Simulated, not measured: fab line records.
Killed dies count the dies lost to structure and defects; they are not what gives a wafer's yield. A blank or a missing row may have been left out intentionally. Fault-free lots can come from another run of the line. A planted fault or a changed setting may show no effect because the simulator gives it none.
Matching of chambers :: flow n5 finfet :: N5_BEOL_M13_DESCUM_15 on rie diel-02 has 4 sister chambers
The step chemistry O2, time 7.9 s. 4 wafers are shown with their chamber, then 10 later ones without.

WAFERS WITH THEIR CHAMBER
wafer: L087.4
chamber: 0
showerhead plenum p Torr (Torr): 2.15

wafer: L087.5
chamber: 1
showerhead plenum p Torr (Torr): 2.11

wafer: L088.3
chamber: 3
showerhead plenum p Torr (Torr): 2.21

wafer: L088.5
chamber: 2
showerhead plenum p Torr (Torr): 2.05

WAFERS WITH NO CHAMBER GIVEN
wafer: L088.6
showerhead plenum p Torr (Torr): 2.10

wafer: L095.2
showerhead plenum p Torr (Torr): 2.14

wafer: L095.4
showerhead plenum p Torr (Torr): 2.10

wafer: L095.5
showerhead plenum p Torr (Torr): 2.14

wafer: L097.1
showerhead plenum p Torr (Torr): 2.04

wafer: L097.3
showerhead plenum p Torr (Torr): 2.10

wafer: L097.4
showerhead plenum p Torr (Torr): 2.21

wafer: L096.3
showerhead plenum p Torr (Torr): 2.14

wafer: L096.4
showerhead plenum p Torr (Torr): 2.10

wafer: L096.5
showerhead plenum p Torr (Torr): 2.10

EACH ONE'S CHAMBER
wafer: L088.6
from the rows above: 1
in truth: 1

wafer: L095.2
from the rows above: 0
in truth: 0

wafer: L095.4
from the rows above: 1
in truth: 1

wafer: L095.5
from the rows above: 0
in truth: 0

wafer: L097.1
from the rows above: 2
in truth: 2

wafer: L097.3
from the rows above: 1
in truth: 1

wafer: L097.4
from the rows above: 3
in truth: 3

wafer: L096.3
from the rows above: 0
in truth: 0

wafer: L096.4
from the rows above: 1
in truth: 1

wafer: L096.5
from the rows above: 1
in truth: 1
Correctly placed: 10 of 10. Can't be placed from these rows: 0. Placed wrongly: 0.
How it was worked out, from the rows above alone: a wafer's distance from a chamber is the root of the sum, over the readings, of the square of ((its reading less the chamber's mean) divided by the reading's scatter). The wafer belongs to the nearest chamber; if the next one is less than 2 further off, it can't be placed. A chamber's mean is the mean of its shown wafers. The scatter (one wafer shown for each chamber): square how far every hidden wafer sits from the nearest shown wafer, average those squares and take the square root.
